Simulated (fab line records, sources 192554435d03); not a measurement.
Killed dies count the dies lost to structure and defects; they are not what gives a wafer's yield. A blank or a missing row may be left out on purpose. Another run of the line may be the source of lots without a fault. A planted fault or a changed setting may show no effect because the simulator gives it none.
Split-lot study || flow n5Finfet || 7 lots, 21 wafers read, on a route of 1938 steps

## ABOUT THE SPLIT
At N5_BEOL_M10_TRENCH_ETCH_37 (etches SiCOH lowk in C4F6/O2, target depth 148.83 nm, time 48 s), the setting biasW was moved away from the recipe's 185 W on 4 of the 21 wafers read, by -12.9% to -6.4%. This setting was run at the recipe's value on the other wafers.

The reading comes from the split's own step.

## THE READING
rfVppV, in V, at N5_BEOL_M10_TRENCH_ETCH_37 (etches SiCOH lowk in C4F6/O2, target depth 148.83 nm, time 48 s). Typical for fault-free wafers on this fab line: 672 V, with standard deviation 11 V.

{"wafer": "L077.2", "tool, chamber at the split": "rieDiel-05, 0", "biasW as run, W": 185, "against the recipe": "recipe", "rfVppV, V": 680, "against lot-mates on the recipe": "-"}
{"wafer": "L077.4", "tool, chamber at the split": "rieDiel-05, 1", "biasW as run, W": 185, "against the recipe": "recipe", "rfVppV, V": 678, "against lot-mates on the recipe": "-"}
{"wafer": "L077.6", "tool, chamber at the split": "rieDiel-05, 0", "biasW as run, W": 185, "against the recipe": "recipe", "rfVppV, V": 681, "against lot-mates on the recipe": "-"}
{"wafer": "L078.3", "tool, chamber at the split": "rieDiel-05, 3", "biasW as run, W": 185, "against the recipe": "recipe", "rfVppV, V": 675, "against lot-mates on the recipe": "-"}
{"wafer": "L078.5", "tool, chamber at the split": "rieDiel-05, 1", "biasW as run, W": 185, "against the recipe": "recipe", "rfVppV, V": 678, "against lot-mates on the recipe": "-"}
{"wafer": "L078.6", "tool, chamber at the split": "rieDiel-05, 0", "biasW as run, W": 185, "against the recipe": "recipe", "rfVppV, V": 680, "against lot-mates on the recipe": "-"}
{"wafer": "L083.3", "tool, chamber at the split": "rieDiel-05, 2", "biasW as run, W": 185, "against the recipe": "recipe", "rfVppV, V": 662, "against lot-mates on the recipe": "-"}
{"wafer": "L083.4", "tool, chamber at the split": "rieDiel-05, 1", "biasW as run, W": 185, "against the recipe": "recipe", "rfVppV, V": 679, "against lot-mates on the recipe": "-"}
{"wafer": "L083.5", "tool, chamber at the split": "rieDiel-05, 3", "biasW as run, W": 185, "against the recipe": "recipe", "rfVppV, V": 674, "against lot-mates on the recipe": "-"}
{"wafer": "L085.2", "tool, chamber at the split": "rieDiel-02, 1", "biasW as run, W": 185, "against the recipe": "recipe", "rfVppV, V": 653, "against lot-mates on the recipe": "-"}
{"wafer": "L085.3", "tool, chamber at the split": "rieDiel-02, 3", "biasW as run, W": 185, "against the recipe": "recipe", "rfVppV, V": 660, "against lot-mates on the recipe": "-"}
{"wafer": "L085.5", "tool, chamber at the split": "rieDiel-02, 3", "biasW as run, W": 185, "against the recipe": "recipe", "rfVppV, V": 661, "against lot-mates on the recipe": "-"}
{"wafer": "L086.3", "tool, chamber at the split": "rieDiel-02, 1", "biasW as run, W": 161.2, "against the recipe": "-12.9%", "rfVppV, V": 585, "against lot-mates on the recipe": -88}
{"wafer": "L086.4", "tool, chamber at the split": "rieDiel-02, 0", "biasW as run, W": 161.2, "against the recipe": "-12.9%", "rfVppV, V": 618, "against lot-mates on the recipe": -55}
{"wafer": "L086.6", "tool, chamber at the split": "rieDiel-02, 2", "biasW as run, W": 185, "against the recipe": "recipe", "rfVppV, V": 673, "against lot-mates on the recipe": "-"}
{"wafer": "L089.3", "tool, chamber at the split": "rieDiel-05, 2", "biasW as run, W": 173.1, "against the recipe": "-6.4%", "rfVppV, V": 628, "against lot-mates on the recipe": -41}
{"wafer": "L089.5", "tool, chamber at the split": "rieDiel-05, 3", "biasW as run, W": 185, "against the recipe": "recipe", "rfVppV, V": 676, "against lot-mates on the recipe": "-"}
{"wafer": "L089.6", "tool, chamber at the split": "rieDiel-05, 2", "biasW as run, W": 185, "against the recipe": "recipe", "rfVppV, V": 662, "against lot-mates on the recipe": "-"}
{"wafer": "L097.1", "tool, chamber at the split": "rieDiel-05, 3", "biasW as run, W": 163.3, "against the recipe": "-11.7%", "rfVppV, V": 613, "against lot-mates on the recipe": -66}
{"wafer": "L097.4", "tool, chamber at the split": "rieDiel-05, 1", "biasW as run, W": 185, "against the recipe": "recipe", "rfVppV, V": 679, "against lot-mates on the recipe": "-"}
{"wafer": "L097.5", "tool, chamber at the split": "rieDiel-05, 1", "biasW as run, W": 185, "against the recipe": "recipe", "rfVppV, V": 679, "against lot-mates on the recipe": "-"}

FIT RESULTS
A straight line over all 21 wafers: rfVppV changes by +5.48 V for each +1% of biasW; r = +0.93; the points scatter about the line by 10 V.
The same after taking each lot's own level away (the mean of its wafers on the recipe; 21 wafers): +5.63 V for each +1%; r = +0.97; scatter 6.8 V.
That fit puts the effect of the largest move of biasW on the reading at 72 V.
Measured against the standard deviation above, the lots' own levels, which go from 658.0 to 679.7 V, span 2.0 times it.
So the lot-to-lot level changes the slope little: the two slopes agree.
Check: -65.1 V against its lot-mates is what the line predicts for one of the wafers moved furthest among these (-12.9%) when that wafer is left out of the fit. Against them it came out at -88 V.
Tool readings at the split's step, against how far the setting was moved: rfVppV r = +0.93.

## FILE'S OWN FIT
rfVppV changes by +5.69 V for each +1% of biasW, r = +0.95.
